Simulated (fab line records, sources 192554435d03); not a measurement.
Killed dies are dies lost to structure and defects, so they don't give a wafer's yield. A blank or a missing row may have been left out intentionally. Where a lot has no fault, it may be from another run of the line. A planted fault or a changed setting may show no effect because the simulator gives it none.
Split-lot experiment + flow n5_finfet + route with 1938 steps; 7 lots, 39 wafers read

SPLIT DETAILS
At N5_BEOL_M4_DESCUM_16 (chemistry O2, time 7 s), the setting time_s was moved away from the recipe's 7 s on 12 of the 39 wafers read, by -25.6% to +30.0%. All remaining wafers had this setting at the recipe value.

Split to reading: the file shows no intervening step.

THE READING
CAR-EUV_of_BEOL_M4_COAT_05.thk_nm (the simulator's own value, which no gauge read), in nm, at N5_BEOL_M4_ETCH_74 (etches underlayer in N2/H2, target depth 6.5 nm, time 5.2 s). There is no usual value for it anywhere in the file. Across the 27 wafers here that went through the recipe, the average is 20.4 nm and the standard deviation 0.16 nm.

| wafer  | tool, chamber at the split | time_s as run, s | against the recipe | CAR-EUV_of_BEOL_M4_COAT_05.thk_nm, nm | against lot-mates on the recipe |
|--------|----------------------------|------------------|--------------------|---------------------------------------|---------------------------------|
| L077.1 | rie_diel-05, 0             | 9.099            | +30.0%             | 19.6                                  | -0.9                            |
| L077.5 | rie_diel-05, 2,0           | 9.099            | +30.0%             | 19.6                                  | -0.9                            |
| L077.2 | rie_diel-05, 3,2           | 7                | recipe             | 20.4                                  | -                               |
| L077.3 | rie_diel-05, 2,0           | 9.099            | +30.0%             | 19.4                                  | -1.1                            |
| L077.4 | rie_diel-05, 3             | 7                | recipe             | 20.6                                  | -                               |
| L077.6 | rie_diel-05, 3,2           | 7                | recipe             | 20.6                                  | -                               |
| L081.1 | rie_diel-04, 2,0           | 5.459            | -22.0%             | 21.2                                  | +0.9                            |
| L081.4 | rie_diel-04, 2,0           | 5.459            | -22.0%             | 21.2                                  | +0.9                            |
| L081.2 | rie_diel-04, 1             | 5.459            | -22.0%             | 21                                    | +0.7                            |
| L081.3 | rie_diel-04, 3,2           | 7                | recipe             | 20.4                                  | -                               |
| L081.6 | rie_diel-04, 3,2           | 7                | recipe             | 20.4                                  | -                               |
| L081.5 | rie_diel-04, 1             | 7                | recipe             | 20.2                                  | -                               |
| L083.1 | rie_diel-04, 2,1,0,3,3,2   | 7                | recipe             | 20.2                                  | -                               |
| L083.4 | rie_diel-04, 2,1,0,3,3,2   | 7                | recipe             | 20.2                                  | -                               |
| L083.6 | rie_diel-04, 2,1,0,3,3,2   | 7                | recipe             | 20.2                                  | -                               |
| L083.2 | rie_diel-04, 2,1,0,3,3,2   | 7                | recipe             | 20.4                                  | -                               |
| L083.3 | rie_diel-04, 2,1,0,3,3,2   | 7                | recipe             | 20.4                                  | -                               |
| L083.5 | rie_diel-04, 2,1,0,3,3,2   | 7                | recipe             | 20.4                                  | -                               |
| L087.1 | rie_diel-01, 3             | 7                | recipe             | 20.6                                  | -                               |
| L087.3 | rie_diel-01, 0,1,2,2,3     | 7                | recipe             | 20.6                                  | -                               |
| L087.4 | rie_diel-01, 0,1,2,2,3     | 7                | recipe             | 20.6                                  | -                               |
| L087.5 | rie_diel-01, 0,1,2,2,3     | 7                | recipe             | 20.6                                  | -                               |
| L087.6 | rie_diel-01, 0,1,2,2,3     | 7                | recipe             | 20.6                                  | -                               |
| L087.2 | rie_diel-01, 0,1,2,2,3     | 7                | recipe             | 20.4                                  | -                               |
| L090.1 | rie_diel-05, 3,1,1         | 5.211            | -25.6%             | 21.4                                  | +0.9                            |
| L090.2 | rie_diel-05, 3,1,1         | 5.211            | -25.6%             | 21.4                                  | +0.9                            |
| L090.5 | rie_diel-05, 3,1,1         | 5.211            | -25.6%             | 21.4                                  | +0.9                            |
| L090.3 | rie_diel-05, 2,0,2         | 7                | recipe             | 20.4                                  | -                               |
| L090.4 | rie_diel-05, 2,0,2         | 7                | recipe             | 20.6                                  | -                               |
| L090.6 | rie_diel-05, 2,0,2         | 7                | recipe             | 20.6                                  | -                               |
| L092.2 | rie_diel-01, 2,1,3         | 7                | recipe             | 20.6                                  | -                               |
| L092.3 | rie_diel-01, 2,1,3         | 7                | recipe             | 20.6                                  | -                               |
| L092.5 | rie_diel-01, 2,1,3         | 7                | recipe             | 20.4                                  | -                               |
| L093.1 | rie_diel-01, 0,1           | 8.617            | +23.1%             | 19.4                                  | -0.8                            |
| L093.2 | rie_diel-01, 0,1           | 8.617            | +23.1%             | 19.4                                  | -0.8                            |
| L093.3 | rie_diel-01, 2             | 8.617            | +23.1%             | 19.4                                  | -0.8                            |
| L093.4 | rie_diel-01, 3             | 7                | recipe             | 20.2                                  | -                               |
| L093.5 | rie_diel-01, 0             | 7                | recipe             | 20.2                                  | -                               |
| L093.6 | rie_diel-01, 3             | 7                | recipe             | 20.2                                  | -                               |
Rows listing several chambers each stand for several wafers; the file does not say which wafer went through which chamber.

THE FIT
A straight line over all 39 wafers: CAR-EUV_of_BEOL_M4_COAT_05.thk_nm changes by -0.0354 nm for each +1% of time_s; r = -0.95; the points scatter about the line by 0.16 nm.
The same after taking each lot's own level away (the mean of its wafers on the recipe; 39 wafers): -0.0343 nm for each +1%; r = -0.99; scatter 0.084 nm.
According to that fit, moving time_s by its largest amount changes the reading by 1 nm.
From 20.20 to 20.57 nm: that is the span of the lots' own levels, equal to 2.3 times the standard deviation above.
The two slopes are in agreement: the lot-to-lot level therefore moves the slope only a little.
Check: for one of the wafers moved furthest among these (+30.0%), held out of the fit, the line's prediction against its lot-mates is -1.04 nm. Against them it came out at -0.933 nm.

THE OTHER SPLITS THESE WAFERS WENT THROUGH
Other splits were also applied to these wafers ahead of the reading. Each is held against what the fit with the lots' levels taken away leaves over:
| other split on the same wafers                 | wafers away from the commonest value | r with CAR-EUV_of_BEOL_M4_COAT_05.thk_nm (lot level and that fit taken away) |
|------------------------------------------------|--------------------------------------|------------------------------------------------------------------------------|
| N5_SDB_CUT_ETCH_26 target_depth_a              | 12                                   | +0.07                                                                        |
| N5_MOL_CONTACT_COAG_VIA_ETCH_46 target_depth_a | 15                                   | -0.01                                                                        |
| N5_BEOL_M3_TRENCH_ETCH_37 time_s               | 15                                   | +0.04                                                                        |

THE WHOLE CHAIN: every reading that the file lists as answering this split, in the file's order
| step                 | what it does                                                | reading                                                                            | change (the file's fit)                | r (the file's) |
|----------------------|-------------------------------------------------------------|------------------------------------------------------------------------------------|----------------------------------------|----------------|
| N5_BEOL_M4_DESCUM_16 | chemistry O2, time 7 s                                      | CAR-EUV_of_BEOL_M4_COAT_05.thk_nm (the simulator's own value, which no gauge read) | -0.035 nm for each +1% of the setting  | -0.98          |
| N5_BEOL_M4_ETCH_74   | etches underlayer in N2/H2, target depth 6.5 nm, time 5.2 s | CAR-EUV_of_BEOL_M4_COAT_05.thk_nm (the simulator's own value, which no gauge read) | -0.0343 nm for each +1% of the setting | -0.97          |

THE FILE'S OWN FIT
CAR-EUV_of_BEOL_M4_COAT_05.thk_nm changes by -0.0343 nm for each +1% of time_s, r = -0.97.
